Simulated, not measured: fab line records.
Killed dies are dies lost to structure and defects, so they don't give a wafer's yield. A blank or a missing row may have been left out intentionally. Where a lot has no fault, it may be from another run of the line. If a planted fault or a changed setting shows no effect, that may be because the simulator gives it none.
fab line records	flow nand_harc
[record] lots = 14	wafers = 42	last_day = 25
route steps=1159 shown A_ZERO_WELL@411 A_ONON_D1@438 A_CHANNEL_HOLE_D1@450 END@1159
lots untouched by any fault: they come from a run of this same line in which no faults occurred
start_h: hours from the record's first day to the start of the lot's first wafer shown	wait_h: how many hours have passed since the lot's step before this one	" unchanged from the row above	L1.1+2: a row that stands for several wafers	- value missing, or start not given	* or withheld: withheld	< > ~ a bound
route shown NAME@n: NAME is a module with steps in the file, n the number in the route of the first one	usual: mean/standard deviation of fault-free wafers	same: alike in all rows	chamber/n: place in a boat	sites: each site's reading	_std_site: how widely they spread, as a standard deviation	_edge_site: outer sites' mean less inner sites'	radius_mm: for every site, how far away it sits from the centre of the wafer	mask NAME#n: copy n	behind: the most recent tool/chamber to have shaped the wafer	hold: what put the lot on hold/how long, in hours/how the hold closed	device: the transistor (n, p or np) that didn't switch	end of line: the same wafers' tests at the end of the route	a step without rows: its recipe alone	killed: count of dies lost to structure and defects at first sort (not the wafer's yield)	map: the dies of a wafer, with x for killed, . for not killed, _ for no die there
set.NAME: the run value of the setting; set.NAME@STEP: its run value at that earlier step	model.NAME: the simulator's own value behind a step, which no gauge read
a sample of lots followed through the steps of the route, with each step as a table and each wafer as a row
services: a tool's chamber out of use, with start hour (start_h, from the record's first day; less than 0 if before it), hours out, and reason
[[steps]]
[step NHARC_A_ZERO_WELL_RTA_16]
[recipe] temp_c = 1000	time_s = 10
[usual] anneal_temp_c_max = 1004.8/0.96	lamp_power_pct = 34.2/0.78	lamp_zone_2_pct = 34.2/0.8	lamp_zone_7_pct = 34.7/0.8	wafer_temp_C_max = 1004.4/0.87
lot.wafer	tool	chamber	start_h	wait_h	anneal_temp_c_max	lamp_power_pct	lamp_zone_2_pct	lamp_zone_7_pct	wafer_temp_C_max
L117.1	rtp_anneal-02	0	136.46	-	1006.4	34.7	34.8	35.3	1006.8
L117.2	"	0	"	"	1004.2	34.7	34.7	35.3	1004.3
L117.6	"	0	"	"	1006.9	34.7	34.7	35.3	1005.4
L118.4	rtp_anneal-02	0	142.41	-	1004.6	34.7	34.8	35.3	1004.4
L118.5	"	0	"	"	1006.0	34.7	34.7	35.3	1003.9
L118.6	"	0	"	"	1004.9	34.7	34.7	35.3	1005.0
L121.2	rtp_anneal-02	0	164.63	-	1005.5	34.7	34.8	35.2	1005.6
L121.3	"	0	"	"	1005.6	34.7	34.7	35.3	1004.2
L121.4	"	0	"	"	1005.2	34.7	34.7	35.2	1005.9
L122.1	rtp_anneal-02	0	168.12	-	1004.8	34.7	34.7	35.3	1004.3
L122.3	"	0	"	"	1005.8	34.7	34.8	35.2	1004.9
L122.4	"	0	"	"	1005.1	34.7	34.7	35.3	1005.7
L123.3	rtp_anneal-02	0	168.84	-	1005.8	34.7	34.7	35.3	1004.3
L123.5	"	0	"	"	1004.9	34.7	34.7	35.3	1004.5
L123.6	"	0	"	"	1005.7	34.7	34.7	35.3	1005.4
L124.2	rtp_anneal-01	0	177.46	-	1004.4	33.1	33.0	33.6	1003.0
L124.4	"	0	"	"	1004.7	33.1	33.0	33.6	1003.0
L124.5	"	0	"	"	1005.6	33.1	33.0	33.5	1003.6
L126.1	rtp_anneal-01	0	188.71	-	1003.5	33.0	33.0	33.5	1003.1
L126.4	"	0	"	"	1005.6	33.0	32.9	33.5	1004.9
L126.6	"	0	"	"	1005.3	33.0	32.9	33.5	1004.0
L131.4	rtp_anneal-02	0	215.31	-	1005.7	34.7	34.7	35.3	1003.1
L131.5	"	0	"	"	1004.5	34.7	34.8	35.3	1005.2
L131.6	"	0	"	"	1003.7	34.8	34.7	35.2	1003.2
L128.1	rtp_anneal-01	0	216.49	-	1004.4	33.1	33.0	33.6	1004.5
L128.2	"	0	"	"	1004.4	33.1	33.1	33.6	1004.4
L128.4	"	0	"	"	1004.6	33.1	33.1	33.5	1005.4
L129.1	rtp_anneal-01	0	225.93	-	1004.8	33.1	33.0	33.6	1003.7
L129.4	"	0	"	"	1003.5	33.0	33.1	33.6	1003.9
L129.5	"	0	"	"	1004.2	33.0	33.0	33.5	1003.3
L135.1	rtp_anneal-02	0	244.86	-	1003.4	34.7	34.7	35.3	1006.1
L135.3	"	0	"	"	1004.7	34.8	34.7	35.3	1003.1
L135.4	"	0	"	"	1004.9	34.7	34.6	35.3	1004.0
L136.3	rtp_anneal-01	0	250.15	-	1004.2	33.1	33.1	33.6	1005.0
L136.5	"	0	"	"	1003.4	33.1	33.0	33.6	1004.9
L136.6	"	0	"	"	1003.4	33.0	33.1	33.6	1003.7
L139.1	rtp_anneal-02	0	267.79	-	1005.1	34.7	34.7	35.2	1006.7
L139.2	"	0	"	"	1005.4	34.7	34.8	35.3	1004.5
L139.4	"	0	"	"	1004.3	34.8	34.7	35.3	1004.3
L140.1	rtp_anneal-01	0	280.67	-	1002.5	33.1	33.0	33.6	1003.8
L140.2	"	0	"	"	1004.6	33.0	33.0	33.6	1004.0
L140.4	"	0	"	"	1004.5	33.0	33.0	33.5	1004.5
[step NHARC_A_ZERO_WELL_INSPECT_17]
[usual] raw_defect_count = 9/4.8
lot.wafer	tool	chamber	start_h	wait_h	raw_defect_count
L117.1	defect_inspect-01	-	136.66	0.2	12
L117.2	"	-	"	"	9
L117.6	"	-	"	"	12
L118.4	defect_inspect-01	-	142.52	0.1	6
L118.5	"	-	"	"	9
L118.6	"	-	"	"	9
L121.2	defect_inspect-01	-	164.80	0.1	6
L121.3	"	-	"	"	10
L121.4	"	-	"	"	12
L122.1	defect_inspect-01	-	168.32	0.2	6
L122.3	"	-	"	"	9
L122.4	"	-	"	"	9
L123.3	defect_inspect-02	-	168.98	0.1	4
L123.5	"	-	"	"	4
L123.6	"	-	"	"	3
L124.2	defect_inspect-02	-	177.63	0.1	11
L124.4	"	-	"	"	16
L124.5	"	-	"	"	7
L126.1	defect_inspect-02	-	188.90	0.2	14
L126.4	"	-	"	"	7
L126.6	"	-	"	"	7
L131.4	defect_inspect-01	-	215.43	0.1	9
L131.5	"	-	"	"	6
L131.6	"	-	"	"	13
L128.1	defect_inspect-02	-	216.69	0.2	13
L128.2	"	-	"	"	9
L128.4	"	-	"	"	10
L129.1	defect_inspect-02	-	226.13	0.2	18
L129.4	"	-	"	"	5
L129.5	"	-	"	"	13
L135.1	defect_inspect-01	-	245.06	0.2	16
L135.3	"	-	"	"	23
L135.4	"	-	"	"	8
L136.3	defect_inspect-02	-	250.29	0.1	3
L136.5	"	-	"	"	9
L136.6	"	-	"	"	22
L139.1	defect_inspect-02	-	267.99	0.2	7
L139.2	"	-	"	"	14
L139.4	"	-	"	"	6
L140.1	defect_inspect-02	-	280.87	0.2	6
L140.2	"	-	"	"	5
L140.4	"	-	"	"	3
[step NHARC_A_ONON_D1_DEP_19]
[recipe] target_thk_a = 10000	n2_flow_sccm = 2750	n2o_flow_sccm = 2000	nh3_flow_sccm = 500	sih4_flow_sccm = 210	temp_c = 400
[usual] n2_flow_sccm = 2752/9.7	n2o_flow_sccm = 2000/5.1
lot.wafer	tool	chamber	start_h	wait_h	n2_flow_sccm	n2o_flow_sccm
L117.1	pecvd_onon-02	0	167.27	0.1	2740	2003
L117.2	"	0	"	"	2746	1997
L117.6	"	0	"	"	2734	2001
L118.4	pecvd_onon-03	0	172.83	0.2	2767	2006
L118.5	"	0	"	"	2764	2000
L118.6	"	0	"	"	2761	2009
L121.2	pecvd_onon-02	0	193.76	0.1	2749	2002
L121.3	"	0	"	"	2739	2004
L121.4	"	0	"	"	2736	1997
L122.1	pecvd_onon-04	0	198.74	0.1	2749	2000
L122.3	"	0	"	"	2755	2008
L122.4	"	0	"	"	2751	2002
L123.3	pecvd_onon-02	0	198.86	0.2	2739	1992
L123.5	"	0	"	"	2744	2002
L123.6	"	0	"	"	2760	1993
L124.2	pecvd_onon-04	0	209.55	0.1	2768	1994
L124.4	"	0	"	"	2776	1998
L124.5	"	0	"	"	2779	2002
L126.1	pecvd_onon-02	0	220.78	0.1	2762	1996
L126.4	"	0	"	"	2764	1994
L126.6	"	0	"	"	2775	1997
L128.1	pecvd_onon-03	0	249.15	0.1	2737	2001
L128.2	"	0	"	"	2747	1999
L128.4	"	0	"	"	2744	2000
L131.4	pecvd_onon-02	0	249.46	0.4	2746	2004
L131.5	"	0	"	"	2745	2005
L131.6	"	0	"	"	2747	2002
L129.1	pecvd_onon-02	0	258.34	0.1	2752	2010
L129.4	"	0	"	"	2740	2005
L129.5	"	0	"	"	2750	2001
L135.1	pecvd_onon-04	-	280.59	0.1	-	-
L135.3	"	-	"	"	-	-
L135.4	"	-	"	"	-	-
L136.3	pecvd_onon-03	-	280.70	0.2	-	-
L136.5	"	-	"	"	-	-
L136.6	"	-	"	"	-	-
L139.1	pecvd_onon-04	0	300.92	0.1	2752	2003
L139.2	"	0	"	"	2743	1988
L139.4	"	0	"	"	2756	1999
L140.1	pecvd_onon-04	0	311.40	0.1	2756	2016
L140.2	"	0	"	"	2750	2005
L140.4	"	0	"	"	2759	2008
[step NHARC_A_CHANNEL_HOLE_D1_DEP_00]
[recipe] target_thk_a = 31000	temp_c = 400	material = aC
[usual] susceptor_temp_C = 400.00/0.23	throttle_valve_pct = 35.001/0.0092
lot.wafer	tool	chamber	start_h	wait_h	susceptor_temp_C	throttle_valve_pct
L117.1	acl_dep-01	0	172.73	2.7	400.06	35.003
L117.2	"	0	"	"	399.99	34.997
L117.6	"	0	174.31	4.3	399.89	34.990
L118.4	acl_dep-01	0	180.44	5.0	-	34.998
L118.5	"	0	"	"	-	34.997
L118.6	"	0	"	"	-	35.002
L121.2	acl_dep-01	0	197.33	0.4	-	34.996
L121.3	"	0	"	"	-	34.997
L121.4	"	0	"	"	-	34.995
L122.1	acl_dep-03	0	201.55	0.1	400.08	34.993
L122.3	"	0	"	"	400.12	35.027
L122.4	"	0	"	"	399.98	34.990
L123.3	acl_dep-02	0	202.19	0.7	-	34.996
L123.5	"	0	"	"	-	35.007
L123.6	"	0	"	"	-	34.996
L124.2	acl_dep-01	0	212.62	0.4	-	34.984
L124.4	"	0	"	"	-	35.014
L124.5	"	0	"	"	-	34.992
L126.1	acl_dep-01	0	223.67	0.1	-	35.010
L126.4	"	0	"	"	-	34.994
L126.6	"	0	"	"	-	34.994
L128.1	acl_dep-03	0	253.40	1.5	399.79	35.000
L128.2	"	0	"	"	399.72	34.995
L128.4	"	0	"	"	399.99	35.004
L131.4	acl_dep-02	0	254.83	2.8	399.74	34.990
L131.5	"	0	"	"	400.12	35.035
L131.6	"	0	"	"	400.02	34.991
L129.1	acl_dep-03	0	261.48	0.4	400.50	34.991
L129.4	"	0	"	"	400.56	35.002
L129.5	"	0	"	"	400.44	34.993
L139.1	acl_dep-03	0	307.39	3.7	400.21	35.006
L139.2	"	0	"	"	400.10	35.004
L139.4	"	0	"	"	400.15	34.992
L140.1	acl_dep-02	0	314.89	0.7	399.83	34.995
L140.2	"	0	"	"	399.96	35.011
L140.4	"	0	"	"	399.55	34.992
[step NHARC_END_SORT_01]
[recipe] temp_c = 25
[usual] killed_at_array = 28/11	killed_at_other = 0.5/0.85	killed_at_periphery = 2.7/1.9	killed_dies = 32/12	killed_open = 3.3/1.6	killed_short = 2.1/1.5
[same] gross_dies = 677
lot.wafer	tool	chamber	start_h	wait_h	killed_at_array	killed_at_other	killed_at_periphery	killed_dies	killed_open	killed_short
L135.1	prober-02	0	563.94	2.5	676	0	1	677	1	2
L135.3	prober-02	0	565.54	3.1	677	0	0	677	4	4
L135.4	prober-02	0	566.34	3.4	673	0	4	677	2	3
L136.3	prober-02	0	573.35	3.1	677	0	0	677	0	1
L136.5	prober-02	0	574.97	3.7	673	0	4	677	3	1
L136.6	prober-02	0	575.78	4.0	673	0	4	677	4	3
// killed by level:class
L135.1 A_ONON_D1:area_dep=664 A_CHANNEL_HOLE_D1:chamber_film_flake=4 A_WL_FILL:chamber_film_flake=2 P_CONTACT:geometric_particle:open=1 A_WL_FILL:geometric_particle:short=1 A_M0:geometric_particle:short=1 A_CHANNEL_FILL_D1:chamber_film_flake=1 A_STAIRCASE:chamber_film_flake=1
L135.3 A_ONON_D1:area_dep=653 A_CHANNEL_HOLE_D1:chamber_film_flake=5 A_WL_FILL:chamber_film_flake=4 A_CONTACT:chamber_film_flake=4 A_STAIRCASE:chamber_film_flake=3 A_CONTACT:geometric_particle:open=2 A_ONON_D1:geometric_particle:short=1 A_CHANNEL_HOLE_D1:geometric_particle:open=1
L135.4 A_ONON_D1:area_dep=657 A_CHANNEL_HOLE_D1:chamber_film_flake=5 A_CONTACT:chamber_film_flake=4 A_STAIRCASE:chamber_film_flake=3 P_GATE:geometric_particle:short=1 P_M0:geometric_particle:open=1 A_ONON_D1:geometric_particle:short=1 A_WL_FILL:geometric_particle:short=1
L136.3 A_ONON_D1:area_dep=648 A_CHANNEL_HOLE_D1:chamber_film_flake=10 A_SLIT:chamber_film_flake=8 A_CONTACT:chamber_film_flake=5 A_STAIRCASE:chamber_film_flake=4 A_WL_FILL:geometric_particle:short=1 A_WL_FILL:chamber_film_flake=1
L136.5 A_ONON_D1:area_dep=631 A_SLIT:chamber_film_flake=20 A_CHANNEL_HOLE_D1:chamber_film_flake=12 A_STAIRCASE:chamber_film_flake=4 A_CONTACT:chamber_film_flake=3 P_M0:geometric_particle:open=2 P_ZERO_WELL:chamber_film_flake=2 A_WL_FILL:geometric_particle:short=1
L136.6 A_ONON_D1:area_dep=629 A_SLIT:chamber_film_flake=19 A_CHANNEL_HOLE_D1:chamber_film_flake=10 A_STAIRCASE:chamber_film_flake=5 A_CONTACT:chamber_film_flake=3 P_ZERO_WELL:chamber_film_flake=2 A_WL_FILL:chamber_film_flake=2 P_M0:geometric_particle:short=1
[[services]]
tool	chamber	start_h	hours	kind
acl_dep-01	-	113.05	13.0	pm
pecvd_onon-03	-	153.05	13.0	pm
acl_dep-02	-	168.82	13.0	pm
acl_dep-03	-	225.17	13.0	pm
pecvd_onon-04	-	237.00	13.0	pm
pecvd_onon-02	-	292.00	13.0	pm
acl_dep-01	-	295.47	13.0	pm
rtp_anneal-02	-	300.00	12.0	pm
[[key]]
[first_sign] step = NHARC_A_ONON_D1_DEP_19	reading = tool_record	direction = missing
[effect] step = NHARC_END_SORT_01	reading = killed_at_array	direction = up	sigmas = 57	usual = 28	struck = 675
[more_kills_born_at] NHARC_A_ONON_D1_DEP_19@pecvd_onon-04 = 1974	NHARC_A_ONON_D1_DEP_19@pecvd_onon-03 = 1908
met_at NHARC_A_ONON_D1_DEP_19
struck_lots L135,L136
later_rows_left_out L135.1,L135.3,L135.4,L136.3,L136.5,L136.6
tester_left_out L135,L136
not_acting_at NHARC_A_ZERO_WELL_RTA_16,NHARC_A_ZERO_WELL_INSPECT_17,NHARC_A_CHANNEL_HOLE_D1_DEP_00
onset_between 249.15 280.59
[fault] kind = skipped_step_whole	tool = pecvd_onon-03,pecvd_onon-04	chamber = -	onset_h = 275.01	steps = NHARC_A_ONON_D1_DEP_19	scope = struck_lots_only
// tester_left_out: of these lots the tester's yield and bins aren't shown, on N5 and GAA mostly nor the transistor test; their killed dies are dies lost to structure and defects alone, not to doping, threshold or leakage, so they don't give the yield
// later_rows_left_out: the simulator's readings of these wafers behind a module that went badly wrong aren't trusted and aren't shown, but for the sort
